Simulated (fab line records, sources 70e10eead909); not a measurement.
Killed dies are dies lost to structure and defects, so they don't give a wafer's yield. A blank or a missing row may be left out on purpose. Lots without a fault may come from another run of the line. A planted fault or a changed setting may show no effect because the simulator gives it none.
A struck lot beside a sound one | flow nand_harc | 39 steps out of a route of 1159
Sound: wafers L472.1, L472.3, L472.4. Struck: wafer L476.3. (L476.2, L476.6 of the same lot were not struck and are left out.) The cause comes at the end.
At each step with rows: each side's tool, then ch and its chambers, then its first start. Under that, the readings that differ: sound wafers | struck wafers | difference of the means | sigmas: that difference in standard deviations of wafers without a fault.
alike: readings whose means differ by less than 2 such deviations, and words and numbers that are the same on both sides. not compared: withheld readings, readings that some wafer has no value for, bounds like >300 that may hide the same value, and numbers for which the record gives no deviation and whose values overlap.
The two part at a step that has a row with sigmas, a row that says differs or no value, or rows on one side only. Numbers that don't overlap but have no deviation are shown without sigmas and don't part them. A reading that every wafer of one side lacks parts them only if that side has two wafers or more.

first, 4 steps without rows for these wafers: NHARC_A_BONDPAD_EBR_05; NHARC_A_BONDPAD_EXPOSE_06 (exposes mask A BPAD); NHARC_A_BONDPAD_PEB_07 (peb time 80 s); NHARC_A_BONDPAD_DEVELOP_08 (time 50 s).
NHARC_A_BONDPAD_CD_MEAS_09: target cd 500 nm.
  sound on cd_sem-03 ch 0, day 18 09:09; struck on cd_sem-02 ch 0, day 20 13:34
  reading    | sound             | struck | difference | sigmas
  cd_nm (nm) | 501.7 500.9 502.2 | 496.8  | -4.8       | -3
NHARC_A_BONDPAD_OVL_MEAS_35:
  sound on overlay-02, day 18 09:14; struck on overlay-01, day 20 13:38
  alike: overlay_x_nm, overlay_y_nm
then, 2 steps without rows for these wafers: NHARC_A_BONDPAD_HARDBAKE_10 (time 65 s); NHARC_A_BONDPAD_DESCUM_11 (chemistry O2, time 3 s).
NHARC_A_BONDPAD_ETCH_34: etches the open film in N2/H2, target depth 60 nm, overetch 18 nm, time 65.91 s.
  sound on rie_diel-06 ch 1,2,3, day 18 09:27; struck on rie_diel-06 ch 3, day 20 13:51
  reading                | sound | struck | difference | sigmas
  rf_hours_counter_h (h) | 6 6 6 | 1      | -5         |
  alike: drypump_motor_current_A, oes_product_au, rf_vpp_V, showerhead_plenum_p_Torr, throttle_valve_pct
then, 1 step without rows for these wafers: NHARC_A_BONDPAD_ETCH_12 (etches the open film in CHF3/O2, target depth 220 nm, time 110 s).
NHARC_A_BONDPAD_CD_MEAS_13:
  sound on cd_sem-03, day 18 09:41; struck on cd_sem-03, day 20 14:05
  reading    | sound             | struck | difference | sigmas
  cd_nm (nm) | 501.4 499.3 501.7 | 496.1  | -4.7       | -3
then, 1 step without rows for these wafers: NHARC_A_BONDPAD_STRIP_15 (strips in O2).
NHARC_A_BONDPAD_ETCH_24: etches the open film in CF4/N2, target depth 30 nm, time 72.99 s.
  sound on rie_diel-06 ch 1,2,3, day 18 09:55; struck on rie_diel-06 ch 0, day 20 14:20
  reading                     | sound       | struck | difference | sigmas
  drypump_motor_current_A (A) | 6.3 5.3 5.8 | 4.8    | -1.0       | -2
  rf_hours_counter_h (h)      | 6 6 6       | 1      | -5         |
  alike: oes_product_au, rf_vpp_V, showerhead_plenum_p_Torr, throttle_valve_pct
then, 1 step without rows for these wafers: NHARC_A_BONDPAD_STRIP_16 (strips in post etch residue remover, time 600 s).
NHARC_A_BONDPAD_DEGAS_25: time 60 s.
  sound on pvd_sputter-02, day 18 10:18; struck on pvd_sputter-02, day 20 14:43
  alike: heater_power_w
NHARC_A_BONDPAD_PRE_CLEAN_26: time 30 s.
  sound on pvd_sputter-02; struck on pvd_sputter-02
  alike: heater_power_w
NHARC_A_BONDPAD_PVD_17: deposits TaN, target thk 5 nm, time 8.06 s.
  sound on pvd_sputter-02; struck on pvd_sputter-02
  alike: throttle_valve_pct
then, 4 steps without rows for these wafers: NHARC_A_BONDPAD_PVD_27 (deposits Cu, target thk 30 nm, time 20.49 s); NHARC_A_BONDPAD_ECD_18 (material Cu, target thk 400 nm); NHARC_A_BONDPAD_ANNEAL_28 (time 90 s); NHARC_A_BONDPAD_CMP_19 (polishes, t overpolish 30 s, cu recess touch 16 s, target thk 169.8 nm).
NHARC_A_BONDPAD_THK_MEAS_20: measures by xrf.
  sound on film_metro-02, day 18 11:44; struck on film_metro-01, day 20 16:07
  alike: thk_nm
then, 6 steps without rows for these wafers: NHARC_A_BONDPAD_SRD_21 (time 30 s, dry time 20 s); NHARC_HYBRID_BOND_ACTIVATE_00 (chemistry N2, time 60 s); NHARC_HYBRID_BOND_PRECLEAN_01 (cleans in DIW, time 300 s); NHARC_HYBRID_BOND_SRD_02 (time 30 s, dry time 20 s); NHARC_HYBRID_BOND_BOND_03; NHARC_HYBRID_BOND_ANNEAL_04 (time 7200 s).
NHARC_HYBRID_BOND_OVL_MEAS_05:
  sound on overlay-01, day 18 21:36; struck on overlay-02, day 21 02:25
  alike: overlay_x_nm, overlay_y_nm
then, 2 steps without rows for these wafers: NHARC_THIN_TSV_GRIND_00; NHARC_THIN_TSV_CMP_01 (polishes).
NHARC_THIN_TSV_THK_MEAS_02: measures by ir.
  sound on film_metro-02, day 19 00:30; struck on film_metro-01, day 21 04:08
  alike: thk_nm
then, 3 steps without rows for these wafers: NHARC_THIN_TSV_SRD_03; NHARC_THIN_TSV_PRECLEAN_41 (cleans in SC1); NHARC_THIN_TSV_SRD_42.
NHARC_THIN_TSV_DEP_43: deposits SiO2, target thk 1328.5 nm.
  sound on pecvd-01 ch 1,2, day 19 00:43; struck on pecvd-02 ch 1, day 21 04:22
  reading                      | sound             | struck | difference | sigmas
  chamber_pressure_Torr (Torr) | 6.529 6.504 6.526 | 6.490  | -0.030     | -2
  alike: throttle_valve_pct
  not compared: since_wet_clean_h
then, 2 steps without rows for these wafers: NHARC_THIN_TSV_DEHYDRATE_04 (time 120 s); NHARC_THIN_TSV_HMDS_05 (time 30 s).
NHARC_END_SORT_01:
  the record has rows for the struck wafers here (prober-01 ch 0, day 21 23:42) and none for the sound ones

WHERE THEY PART
First at NHARC_A_BONDPAD_CD_MEAS_09; last, within this record, at NHARC_END_SORT_01.

WHY: what the simulator had put in
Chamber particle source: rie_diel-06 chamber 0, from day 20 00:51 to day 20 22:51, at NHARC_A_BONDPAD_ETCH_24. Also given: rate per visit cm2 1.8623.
